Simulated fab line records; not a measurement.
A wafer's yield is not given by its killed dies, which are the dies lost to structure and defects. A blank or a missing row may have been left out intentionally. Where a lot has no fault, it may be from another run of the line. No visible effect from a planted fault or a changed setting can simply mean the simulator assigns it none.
fab line records + flow n5-finfet
record
- lots=6
- wafers=18
- last-day=15
route steps=1938 shown BEOL_M9@1468 BEOL_M10@1470 PASSIVATION@1936
lots that met no fault: taken from a fault-free run of the same line
start-h: the number of hours between the record's first day and the start of the first shown wafer of the lot + wait-h: hours elapsed since this lot's preceding step + " same as the row above + L1.1+2: one row covering several wafers at once + - either no value or no given start + * or withheld: withheld + < > ~ a bound
route shown NAME@n: NAME is a module with steps in the file, n the number in the route of the first one + usual: mean/standard deviation of fault-free wafers + same: alike in all rows + chamber/n: place in a boat + sites: readings site by site + _std_site: the standard deviation of these + _edge_site: the outer-site mean with the inner-site mean subtracted + radius-mm: for every site, how far away it sits from the centre of the wafer + mask NAME#n: copy n + behind: tool/chamber where the wafer was last shaped + hold: what put the lot on hold/how long, in hours/how the hold closed + device: transistor that didn't switch, given as n, p or np + end of line: the route-end tests of the same wafers + where a step has no rows: the recipe by itself + killed: not the wafer's yield, but the dies lost to structure and defects at the first sort + map: shows each die of a wafer: x if killed, . if not, _ if none is there
set.NAME: the setting the step ran with; set.NAME@STEP: the setting that earlier step ran with + model.NAME: the simulator's own value behind a step, which no gauge read
certain route steps with their lots: each step a table, each wafer a row
services: a tool's chamber out of use, with start hour (start-h, from the record's first day; less than 0 if before it), hours out, and reason
## steps
# step N5_BEOL_M9_RS_MEAS_57
# recipe
- thk-meas-gauge=four-point-probe
- reads=Cu_of_BEOL_M9_ECD_50+Co_of_BEOL_M9_CVD_78+TaN_of_BEOL_M9_ALD_74
# usual
- M9_RS=0.152/0.0057
| lot.wafer | tool          | chamber | start-h | wait-h | M9_RS[ohm/sq] |
|-----------|---------------|---------|---------|--------|---------------|
| L877.1    | film-metro-01 | -       | 222.52  | 0.1    | 0.158         |
| L877.3    | "             | -       | "       | "      | 0.150         |
| L877.4    | "             | -       | "       | "      | 0.155         |
| L878.1    | film-metro-02 | -       | 224.08  | 0.1    | 0.158         |
| L878.2    | "             | -       | "       | "      | 0.147         |
| L878.6    | "             | -       | "       | "      | 0.147         |
| L888.1    | film-metro-01 | -       | 287.33  | 0.1    | 0.146         |
| L888.3    | "             | -       | "       | "      | 0.150         |
| L888.6    | "             | -       | "       | "      | 0.147         |
| L889.2    | film-metro-01 | -       | 295.62  | 0.1    | 0.147         |
| L889.3    | "             | -       | "       | "      | 0.155         |
| L889.4    | "             | -       | "       | "      | 0.154         |
| L891.3    | film-metro-02 | -       | 305.40  | 0.1    | 0.156         |
| L891.4    | "             | -       | "       | "      | 0.141         |
| L891.5    | "             | -       | "       | "      | 0.153         |
| L893.1    | film-metro-02 | -       | 313.26  | 0.1    | 0.157         |
| L893.3    | "             | -       | "       | "      | 0.159         |
| L893.4    | "             | -       | "       | "      | 0.149         |
# step N5_BEOL_M9_INSPECT_58
# recipe
- inspect-instrument=darkfield
- mode=post-dep
# usual
- raw-defect-count=68/25
| lot.wafer | tool              | chamber | start-h | wait-h | raw-defect-count |
|-----------|-------------------|---------|---------|--------|------------------|
| L877.1    | defect-inspect-02 | -       | 222.55  | 0.0    | 74               |
| L877.3    | "                 | -       | "       | "      | 47               |
| L877.4    | "                 | -       | "       | "      | 47               |
| L878.1    | defect-inspect-02 | -       | 224.15  | 0.1    | 85               |
| L878.2    | "                 | -       | "       | "      | 57               |
| L878.6    | "                 | -       | "       | "      | 72               |
| L888.1    | defect-inspect-02 | -       | 287.35  | 0.0    | 53               |
| L888.3    | "                 | -       | "       | "      | 107              |
| L888.6    | "                 | -       | "       | "      | 56               |
| L889.2    | defect-inspect-01 | -       | 295.64  | 0.0    | 69               |
| L889.3    | "                 | -       | "       | "      | 59               |
| L889.4    | "                 | -       | "       | "      | 35               |
| L891.3    | defect-inspect-02 | -       | 305.42  | 0.0    | 48               |
| L891.4    | "                 | -       | "       | "      | 68               |
| L891.5    | "                 | -       | "       | "      | 36               |
| L893.1    | defect-inspect-01 | -       | 313.29  | 0.0    | 57               |
| L893.3    | "                 | -       | "       | "      | 58               |
| L893.4    | "                 | -       | "       | "      | 59               |
# step N5_BEOL_M10_ILD_DEP_00
# recipe
- material=SiCOH_lowk
- target-thk-a=3085.1
- temp-c=300
- precursor=DEMS/porogen
- pressure-torr=5
- rf-w=500
- time-s=58
# usual
- chamber-pressure-Torr=5.000/0.011
- heater-power-w=303/52
- showerhead-plenum-p-Torr=5.744/0.017
- throttle-valve-pct=13.8/0.62
| lot.wafer | tool     | chamber | start-h | wait-h | chamber-pressure-Torr | heater-power-w | showerhead-plenum-p-Torr | throttle-valve-pct |
|-----------|----------|---------|---------|--------|-----------------------|----------------|--------------------------|--------------------|
| L877.1    | pecvd-01 | 1       | 222.59  | 0.0    | 5.007                 | 283            | 5.738                    | 12.9               |
| L877.3    | "        | 0       | "       | "      | 4.992                 | 341            | 5.742                    | 13.8               |
| L877.4    | "        | 0       | "       | "      | 4.998                 | 342            | 5.722                    | 13.7               |
| L878.1    | pecvd-04 | 0       | 224.19  | 0.0    | 5.005                 | 445            | 5.726                    | 14.0               |
| L878.2    | "        | 2       | "       | "      | 5.002                 | 338            | 5.731                    | 15.1               |
| L878.6    | "        | 1       | "       | "      | 4.992                 | 240            | 5.713                    | 14.3               |
| L888.1    | pecvd-02 | 2       | 287.39  | 0.0    | 4.993                 | 246            | 5.763                    | 13.5               |
| L888.3    | "        | 0       | "       | "      | 5.009                 | 313            | 5.777                    | 13.1               |
| L888.6    | "        | 0       | "       | "      | 5.016                 | 318            | 5.766                    | 12.8               |
| L889.2    | pecvd-01 | 1       | 295.68  | 0.0    | 5.014                 | 305            | 5.738                    | 13.4               |
| L889.3    | "        | 0       | "       | "      | 5.006                 | 339            | 5.749                    | 14.1               |
| L889.4    | "        | 2       | "       | "      | 4.992                 | 297            | 5.763                    | 13.4               |
| L891.3    | pecvd-01 | 2       | 305.46  | 0.0    | 4.986                 | 272            | 5.761                    | 13.4               |
| L891.4    | "        | 1       | "       | "      | 4.990                 | 239            | 5.733                    | 13.7               |
| L891.5    | "        | 2       | "       | "      | 4.990                 | 279            | 5.755                    | 13.5               |
| L893.1    | pecvd-02 | 2       | 313.33  | 0.0    | 5.021                 | 290            | 5.770                    | 13.7               |
| L893.3    | "        | 0       | "       | "      | 4.991                 | 314            | 5.769                    | 13.3               |
| L893.4    | "        | 2       | "       | "      | 5.007                 | 215            | 5.748                    | 13.7               |
# step N5_BEOL_M10_CURE_71
# recipe
- temp-c=385
- time-s=240
- ambient=He/Ar
- material=SiCOH_lowk
# usual
- lamp-power-pct=52.31/0.055
- wafer_temp_C_max=387.1/0.62
| lot.wafer | tool       | chamber | start-h | wait-h | lamp-power-pct | wafer_temp_C_max |
|-----------|------------|---------|---------|--------|----------------|------------------|
| L877.1    | uv-cure-02 | 2       | 222.67  | 0.0    | 52.35          | 386.4            |
| L877.3    | "          | 2       | "       | "      | 52.32          | 386.5            |
| L877.4    | "          | 2       | "       | "      | 52.35          | 386.4            |
| L878.1    | uv-cure-03 | 2       | 224.27  | 0.0    | 52.34          | 388.6            |
| L878.2    | "          | 2       | "       | "      | 52.22          | 388.1            |
| L878.6    | "          | 2       | "       | "      | 52.34          | 387.6            |
| L888.1    | uv-cure-01 | 0       | 287.47  | 0.0    | 52.24          | 387.1            |
| L888.3    | "          | 0       | "       | "      | 52.29          | 386.6            |
| L888.6    | "          | 0       | "       | "      | 52.35          | 387.0            |
| L889.2    | uv-cure-02 | 2       | 295.85  | 0.1    | 52.28          | 386.9            |
| L889.3    | "          | 2       | "       | "      | 52.30          | 387.2            |
| L889.4    | "          | 2       | "       | "      | 52.41          | 386.7            |
| L891.3    | uv-cure-03 | 0       | 305.70  | 0.2    | 52.34          | 386.5            |
| L891.4    | "          | 0       | "       | "      | 52.33          | 387.0            |
| L891.5    | "          | 0       | "       | "      | 52.34          | 386.4            |
| L893.1    | uv-cure-02 | 1       | 313.41  | 0.0    | 52.36          | 387.0            |
| L893.3    | "          | 1       | "       | "      | 52.36          | 386.2            |
| L893.4    | "          | 1       | "       | "      | 52.35          | 386.8            |
# step N5_BEOL_M10_THK_MEAS_01
# recipe
- reads=SiCOH_lowk_of_BEOL_M10_ILD_DEP_00
# usual
- M10_ILD_THK=268/3.6
| lot.wafer | tool          | chamber | start-h | wait-h | M10_ILD_THK[nm] |
|-----------|---------------|---------|---------|--------|-----------------|
| L877.1    | film-metro-02 | -       | 223.18  | 0.4    | 269             |
| L877.3    | "             | -       | "       | "      | 265             |
| L877.4    | "             | -       | "       | "      | 267             |
| L878.1    | film-metro-01 | -       | 225.26  | 0.8    | 270             |
| L878.2    | "             | -       | "       | "      | 262             |
| L878.6    | "             | -       | "       | "      | 270             |
| L888.1    | film-metro-02 | -       | 287.98  | 0.4    | 265             |
| L888.3    | "             | -       | "       | "      | 269             |
| L888.6    | "             | -       | "       | "      | 270             |
| L889.2    | film-metro-02 | -       | 296.28  | 0.4    | 271             |
| L889.3    | "             | -       | "       | "      | 265             |
| L889.4    | "             | -       | "       | "      | 272             |
| L891.3    | film-metro-02 | -       | 306.05  | 0.3    | 262             |
| L891.4    | "             | -       | "       | "      | 272             |
| L891.5    | "             | -       | "       | "      | 267             |
| L893.1    | film-metro-02 | -       | 313.92  | 0.4    | 265             |
| L893.3    | "             | -       | "       | "      | 264             |
| L893.4    | "             | -       | "       | "      | 269             |
# step N5_BEOL_M10_PECVD_70
# recipe
- material=SiO2
- target-thk-a=200
- temp-c=400
- precursor=TEOS/O2
- pressure-torr=5.5
- rf-w=450
- teos-flow-sccm=53.8
- gas=O2
- flow-sccm=3000
- time-s=22.7
# usual
- chamber-pressure-Torr=5.500/0.012
- heater-power-w=701/99
- showerhead-plenum-p-Torr=8.79/0.071
- throttle-valve-pct=22.3/1
| lot.wafer | tool     | chamber | start-h | wait-h | chamber-pressure-Torr | heater-power-w | showerhead-plenum-p-Torr | throttle-valve-pct |
|-----------|----------|---------|---------|--------|-----------------------|----------------|--------------------------|--------------------|
| L877.1    | pecvd-01 | 1       | 223.22  | 0.0    | 5.503                 | 711            | 8.77                     | 21.9               |
| L877.3    | "        | 0       | "       | "      | 5.495                 | 668            | 8.81                     | 22.0               |
| L877.4    | "        | 2       | "       | "      | 5.474                 | 628            | 8.87                     | 21.5               |
| L878.1    | pecvd-02 | 2       | 225.30  | 0.0    | 5.506                 | 541            | 8.88                     | 21.6               |
| L878.2    | "        | 1       | "       | "      | 5.511                 | 735            | 8.76                     | 23.3               |
| L878.6    | "        | 0       | "       | "      | 5.493                 | 757            | 8.88                     | 21.1               |
| L888.1    | pecvd-01 | 0       | 288.02  | 0.0    | 5.517                 | 660            | 8.80                     | 22.3               |
| L888.3    | "        | 1       | "       | "      | 5.490                 | 637            | 8.76                     | 21.6               |
| L888.6    | "        | 0       | "       | "      | 5.506                 | 660            | 8.80                     | 22.4               |
| L889.2    | pecvd-02 | 0       | 296.32  | 0.0    | 5.489                 | 716            | 8.89                     | 21.4               |
| L889.3    | "        | 2       | "       | "      | 5.505                 | 684            | 8.90                     | 22.0               |
| L889.4    | "        | 1       | "       | "      | 5.497                 | 642            | 8.76                     | 23.7               |
| L891.3    | pecvd-01 | 0       | 306.09  | 0.0    | 5.512                 | 746            | 8.78                     | 22.2               |
| L891.4    | "        | 0       | "       | "      | 5.521                 | 755            | 8.80                     | 22.2               |
| L891.5    | "        | 1       | "       | "      | 5.485                 | 672            | 8.77                     | 21.7               |
| L893.1    | pecvd-04 | 1       | 313.96  | 0.0    | 5.509                 | 606            | 8.63                     | 23.3               |
| L893.3    | "        | 0       | "       | "      | 5.504                 | 907            | 8.74                     | 21.9               |
| L893.4    | "        | 1       | "       | "      | 5.487                 | 606            | 8.63                     | 23.4               |
# step N5_BEOL_M10_HM_DEP_02
# recipe
- material=TiN
- target-thk-a=200
- temp-c=25
- chamber-pressure-pa=0.49996
# usual
- throttle-valve-pct=29.6/0.89
| lot.wafer | tool           | chamber | start-h | wait-h | throttle-valve-pct |
|-----------|----------------|---------|---------|--------|--------------------|
| L877.1    | pvd-sputter-02 | -       | 223.77  | 0.5    | 29.3               |
| L877.3    | "              | -       | "       | "      | 30.8               |
| L877.4    | "              | -       | "       | "      | 28.9               |
| L878.1    | pvd-sputter-02 | -       | 226.55  | 1.2    | 29.1               |
| L878.2    | "              | -       | "       | "      | 29.4               |
| L878.6    | "              | -       | "       | "      | 30.5               |
| L888.1    | pvd-sputter-03 | -       | 288.08  | 0.0    | 29.9               |
| L888.3    | "              | -       | "       | "      | 30.3               |
| L888.6    | "              | -       | "       | "      | 28.9               |
| L889.2    | pvd-sputter-03 | -       | 297.69  | 1.3    | 30.4               |
| L889.3    | "              | -       | "       | "      | 29.6               |
| L889.4    | "              | -       | "       | "      | 29.0               |
| L891.3    | pvd-sputter-01 | -       | 308.25  | 2.1    | 29.2               |
| L891.4    | "              | -       | "       | "      | 27.4               |
| L891.5    | "              | -       | "       | "      | 27.9               |
| L893.1    | pvd-sputter-02 | -       | 314.56  | 0.6    | 29.1               |
| L893.3    | "              | -       | "       | "      | 29.4               |
| L893.4    | "              | -       | "       | "      | 30.8               |
# step N5_BEOL_M10_COAT_59
# recipe
- resist=SOC
- temp-c=250
- time-s=60
- spin-rpm=1500
- resist-thk-nm=100
# step N5_BEOL_M10_COAT_60
# recipe
- resist=SiARC
- temp-c=220
- time-s=60
- spin-rpm=1500
- resist-thk-nm=30
# step N5_BEOL_M10_COAT_05
# recipe
- resist=CAR-ArF
- spin-rpm=1500
- resist-thk-nm=90
# step N5_BEOL_M10_EBR_07
# recipe
- solvent=PGMEA
- ebr-width-mm=1.5
# step N5_BEOL_M10_SOFTBAKE_06
# recipe
- temp-c=110
- time-s=60
- resist=CAR-ArF
# step N5_BEOL_M10_EXPOSE_08
# recipe
- mask-id=M10
- na=1.35
- source-shape=dipole
- sigma-inner=0.411
- sigma-outer=0.611
- polarization=te
- dose-mj=53.75
| lot.wafer  | tool            | chamber | start-h | wait-h | mask  | model.BEOL_M10.overlay-x-nm |
|------------|-----------------|---------|---------|--------|-------|-----------------------------|
| L877.1+3+4 | arfi-scanner-03 | 0       | 224.14  | -      | M10#0 | 0                           |
| L878.1+2+6 | arfi-scanner-02 | 0       | 226.92  | -      | M10#0 | -0.2                        |
| L888.1+3+6 | arfi-scanner-03 | 0       | 288.45  | -      | M10#0 | 10.4                        |
| L889.2+3+4 | arfi-scanner-03 | 0       | 298.06  | -      | M10#0 | 10.4                        |
| L891.3+4+5 | arfi-scanner-01 | 0       | 308.63  | -      | M10#0 | 0.2                         |
| L893.1+3+4 | arfi-scanner-01 | 0       | 314.81  | -      | M10#0 | 0                           |
# step N5_BEOL_M10_PEB_09
# recipe
- peb-temp-c=withheld
- peb-time-s=60
- resist=CAR-ArF
# step N5_BEOL_M10_DEVELOP_10
# recipe
- develop-time-s=30
- developer=TMAH
- resist=CAR-ArF
- rinse-liquid=diw
- dry=air-spin
- dev-temp-c=23
# step N5_BEOL_M10_CD_MEAS_11
# recipe
- target-cd-nm=64.1
- landing-energy-ev=500
- detector=se-inlens
- polarity=opening
# usual
- cd-nm=63.9/0.78
| lot.wafer | tool      | chamber | start-h | wait-h | cd-nm |
|-----------|-----------|---------|---------|--------|-------|
| L877.1    | cd-sem-02 | 0       | 224.27  | -      | 64.3  |
| L877.3    | "         | 0       | "       | "      | 64.4  |
| L877.4    | "         | 0       | "       | "      | 63.7  |
| L878.1    | cd-sem-02 | 0       | 227.04  | -      | 63.1  |
| L878.2    | "         | 0       | "       | "      | 63.8  |
| L878.6    | "         | 0       | "       | "      | 65.4  |
| L888.1    | cd-sem-01 | 0       | 288.57  | -      | 64.8  |
| L888.3    | "         | 0       | "       | "      | 63.7  |
| L888.6    | "         | 0       | "       | "      | 64.2  |
| L889.2    | cd-sem-03 | 0       | 298.19  | -      | 63.8  |
| L889.3    | "         | 0       | "       | "      | 64.8  |
| L889.4    | "         | 0       | "       | "      | 63.5  |
| L891.3    | cd-sem-03 | 0       | 308.75  | -      | 63.4  |
| L891.4    | "         | 0       | "       | "      | 64.0  |
| L891.5    | "         | 0       | "       | "      | 64.7  |
| L893.1    | cd-sem-03 | 0       | 314.93  | -      | 63.3  |
| L893.3    | "         | 0       | "       | "      | 64.7  |
| L893.4    | "         | 0       | "       | "      | 65.0  |
# step N5_BEOL_M10_OVL_MEAS_12
# recipe
- points-per-wafer=44
# usual
- M10_OVL=-0.3/0.78
| lot.wafer | tool       | chamber | start-h | wait-h | M10_OVL[nm] |
|-----------|------------|---------|---------|--------|-------------|
| L877.1    | overlay-02 | 0       | 224.30  | 0.0    | -0.4        |
| L877.3    | "          | 0       | "       | "      | 0.4         |
| L877.4    | "          | 0       | "       | "      | 0.3         |
| L878.1    | overlay-01 | 0       | 227.07  | 0.0    | 0.6         |
| L878.2    | "          | 0       | "       | "      | -0.2        |
| L878.6    | "          | 0       | "       | "      | -0.3        |
| L888.1    | overlay-01 | 0       | 288.60  | 0.0    | 8.9         |
| L888.3    | "          | 0       | "       | "      | 9.0         |
| L888.6    | "          | 0       | "       | "      | 9.3         |
| L889.2    | overlay-02 | 0       | 298.21  | 0.0    | 10.1        |
| L889.3    | "          | 0       | "       | "      | 10.4        |
| L889.4    | "          | 0       | "       | "      | 9.6         |
| L891.3    | overlay-02 | 0       | 308.78  | 0.0    | -2.0        |
| L891.4    | "          | 0       | "       | "      | -0.5        |
| L891.5    | "          | 0       | "       | "      | -0.9        |
| L893.1    | overlay-01 | 0       | 314.96  | 0.0    | 0.7         |
| L893.3    | "          | 0       | "       | "      | 1.0         |
| L893.4    | "          | 0       | "       | "      | 0.0         |
# step N5_BEOL_M10_INSPECT_13
# recipe
- mode=adi
- inspect-instrument=brightfield
# usual
- raw-defect-count=400/88
| lot.wafer | tool              | chamber | start-h | wait-h | raw-defect-count |
|-----------|-------------------|---------|---------|--------|------------------|
| L877.1    | defect-inspect-02 | -       | 224.32  | 0.0    | 417              |
| L877.3    | "                 | -       | "       | "      | 315              |
| L877.4    | "                 | -       | "       | "      | 294              |
| L878.1    | defect-inspect-02 | -       | 227.10  | 0.0    | 579              |
| L878.2    | "                 | -       | "       | "      | 501              |
| L878.6    | "                 | -       | "       | "      | 512              |
| L888.1    | defect-inspect-02 | -       | 288.63  | 0.0    | 280              |
| L888.3    | "                 | -       | "       | "      | 426              |
| L888.6    | "                 | -       | "       | "      | 354              |
| L889.2    | defect-inspect-02 | -       | 298.24  | 0.0    | 277              |
| L889.3    | "                 | -       | "       | "      | 256              |
| L889.4    | "                 | -       | "       | "      | 305              |
| L891.3    | defect-inspect-02 | -       | 308.80  | 0.0    | 371              |
| L891.4    | "                 | -       | "       | "      | 331              |
| L891.5    | "                 | -       | "       | "      | 413              |
| L893.1    | defect-inspect-02 | -       | 314.99  | 0.0    | 318              |
| L893.3    | "                 | -       | "       | "      | 395              |
| L893.4    | "                 | -       | "       | "      | 346              |
# step N5_PASSIVATION_PROBE_49
# usual
- defect-limited-yield=91.3/1.4
- killed_at_M0_to_M3=32/9.5
- killed_at_M4_up=14/5.2
- killed-at-contacts=13/5.7
- killed-at-front-end=41/12
- killed-at-other=3.5/2.6
- killed-dies=103/17
- killed-open=68/14
- killed-short=32/7
- sort_bin_5_function=5.0/0.91
- sort_bin_6_memory=3.3/0.7
- sort-n-pass=1076/17
- sort-yield-pct=91.2/1.4
# same
- gross-dies=1180
- killed-at-back-side=0
- sort_bin_4_leakage[%]=0
- sort_bin_8_speed[%]=0
| lot.wafer | tool      | chamber | start-h | wait-h | defect-limited-yield[%] | killed_at_M0_to_M3 | killed_at_M4_up | killed-at-contacts | killed-at-front-end | killed-at-other | killed-dies | killed-open | killed-short | sort_bin_5_function[%] | sort_bin_6_memory[%] | sort-n-pass | sort-yield-pct[%] |
|-----------|-----------|---------|---------|--------|-------------------------|--------------------|-----------------|--------------------|---------------------|-----------------|-------------|-------------|--------------|------------------------|----------------------|-------------|-------------------|
| L893.1    | prober-02 | -       | 364.73  | 0.0    | 92.3                    | 38                 | 10              | 18                 | 23                  | 2               | 91          | 56          | 34           | 4.2                    | 3.2                  | 1089        | 92.3              |
| L893.3    | prober-02 | -       | 364.83  | 0.1    | 90.4                    | 50                 | 12              | 14                 | 35                  | 2               | 113         | 78          | 34           | 5.8                    | 3.3                  | 1067        | 90.4              |
| L893.4    | prober-02 | -       | 364.88  | 0.2    | 90.8                    | 43                 | 20              | 11                 | 31                  | 3               | 108         | 69          | 29           | 5.5                    | 2.9                  | 1072        | 90.8              |
# killed by level:class
L893.1 BEOL_M0_SAQP:geometric-particle:short=12 MOL_CONTACT_COAG:geometric-particle:open=12 BEOL_M0_SAQP:geometric-particle:open=12 MOL_CONTACT_COAG:geometric-particle:short=6 FIN_SAQP:geometric-particle:open=4 BEOL_M2:geometric-particle:open=4 BEOL_M2:geometric-particle:short=4 BEOL_M5:geometric-particle:open=4
L893.3 BEOL_M0_SAQP:geometric-particle:open=21 STI_FIN_REVEAL:geometric-particle:open=15 MOL_CONTACT_COAG:geometric-particle:open=13 BEOL_M0_SAQP:geometric-particle:short=11 BEOL_M2:geometric-particle:open=6 BEOL_M4:geometric-particle:open=5 BEOL_M2:geometric-particle:short=4 BEOL_M6:geometric-particle:open=4
L893.4 BEOL_M0_SAQP:geometric-particle:open=10 MOL_CONTACT_COAG:geometric-particle:open=10 BEOL_M0_SAQP:geometric-particle:short=9 BEOL_M2:geometric-particle:open=9 BEOL_M4:geometric-particle:open=9 BEOL_M1:geometric-particle:open=8 HKMG_FIN:area-etch=8 BEOL_M5:geometric-particle:open=5
## services
| tool            | chamber | start-h | hours | kind        |
|-----------------|---------|---------|-------|-------------|
| arfi-scanner-02 | -       | 199.33  | 3.9   | pm          |
| arfi-scanner-03 | -       | 209.84  | 1.0   | pm          |
| arfi-scanner-02 | -       | 212.02  | 4.9   | pm          |
| arfi-scanner-03 | 0       | 214.33  | -     | calibration |
| arfi-scanner-03 | -       | 214.36  | 0.8   | pm          |
| uv-cure-02      | -       | 215.01  | 1.0   | pm          |
| pecvd-01        | -       | 227.49  | 1.4   | repair      |
| arfi-scanner-01 | -       | 228.43  | 1.0   | pm          |
| arfi-scanner-02 | -       | 246.11  | 2.1   | repair      |
| arfi-scanner-03 | -       | 248.26  | 1.3   | pm          |
| pecvd-02        | 2       | 262.76  | 15.1  | repair      |
| arfi-scanner-03 | -       | 264.81  | 1.6   | repair      |
| pecvd-02        | -       | 268.90  | 14.6  | pm          |
| arfi-scanner-02 | -       | 273.92  | 0.8   | pm          |
| arfi-scanner-02 | -       | 279.58  | 1.3   | repair      |
| arfi-scanner-02 | -       | 287.47  | 0.8   | pm          |
| arfi-scanner-03 | -       | 288.56  | 3.1   | pm          |
| arfi-scanner-02 | -       | 289.93  | 0.2   | repair      |
| pecvd-04        | 1       | 292.16  | 6.6   | repair      |
| uv-cure-03      | -       | 297.84  | 2.1   | pm          |
| arfi-scanner-01 | -       | 298.51  | 1.0   | pm          |
| pvd-sputter-02  | -       | 303.66  | 4.3   | repair      |
| arfi-scanner-03 | -       | 303.86  | 0.4   | repair      |
| arfi-scanner-03 | -       | 308.94  | 16.0  | pm          |
## key
first-sign
- step=N5_BEOL_M10_OVL_MEAS_12
- reading=M10_OVL
- direction=up
- sigmas=13
- usual=-0.3
- struck=9.5
effect none on later readings
model-effect
- step=N5_BEOL_M10_EXPOSE_08
- value=BEOL_M10.overlay-x-nm
- without=-0.1
- struck=10.4
met-at N5_BEOL_M10_EXPOSE_08
struck-wafers L888.1,L888.3,L888.6,L889.2,L889.3,L889.4
onset-between 224.14 288.45
also-fits N5_BEOL_M10_HM_DEP_02:pvd-sputter-03
fault
- kind=scanner-matching-overlay
- tool=arfi-scanner-03
- chamber=-
- onset-h=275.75
- steps=N5_BEOL_M10_EXPOSE_08
- offset=10.485
